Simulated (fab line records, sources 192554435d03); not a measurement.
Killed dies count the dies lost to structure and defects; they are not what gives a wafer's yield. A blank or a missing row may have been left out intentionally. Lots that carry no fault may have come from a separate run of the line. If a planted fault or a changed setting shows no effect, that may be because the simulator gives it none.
Matching of chambers / flow n5 finfet / N5_BEOL_M13_ETCH_68 on rie diel-03 has 4 sister chambers
The step etches SOC in N2/H2, time 355 s. 4 wafers are shown with their chamber, then 6 later ones without.

== WAFERS PAIRED WITH THEIR CHAMBERS ==
wafer=L911.1; chamber=1; throttle valve pct (%)=17.91
wafer=L911.2; chamber=3; throttle valve pct (%)=17.71
wafer=L913.4; chamber=0; throttle valve pct (%)=17.56
wafer=L913.5; chamber=2; throttle valve pct (%)=17.93

== WAFERS WITH NO CHAMBER GIVEN ==
wafer=L918.2; throttle valve pct (%)=17.96
wafer=L918.4; throttle valve pct (%)=17.61
wafer=L918.6; throttle valve pct (%)=17.60
wafer=L919.3; throttle valve pct (%)=17.52
wafer=L919.4; throttle valve pct (%)=17.97
wafer=L919.5; throttle valve pct (%)=17.51

== THE CHAMBER EACH PASSED THROUGH ==
wafer=L918.2; from the rows above=can't be placed: 2 or 1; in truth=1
wafer=L918.4; from the rows above=can't be placed: 0 or 3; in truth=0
wafer=L918.6; from the rows above=can't be placed: 0 or 3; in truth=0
wafer=L919.3; from the rows above=0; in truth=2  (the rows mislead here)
wafer=L919.4; from the rows above=can't be placed: 2 or 1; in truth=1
wafer=L919.5; from the rows above=0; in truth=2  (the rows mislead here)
0 of 6 placed correctly. Not placeable from these rows: 4 (in 4, the candidates include the true chamber). Wrongly placed: 2.
How it was worked out, from the rows above alone: a wafer's distance from a chamber is the root of the sum, over the readings, of the square of ((its reading less the chamber's mean) divided by the reading's scatter). If the next closest chamber is less than 2 further off than the closest, the wafer can't be placed; otherwise it belongs to the closest. For every chamber, the mean is computed from those of its wafers that are shown. The scatter: with one shown wafer a chamber, the root of the mean of the squares of how far each hidden wafer lies from its nearest shown one.
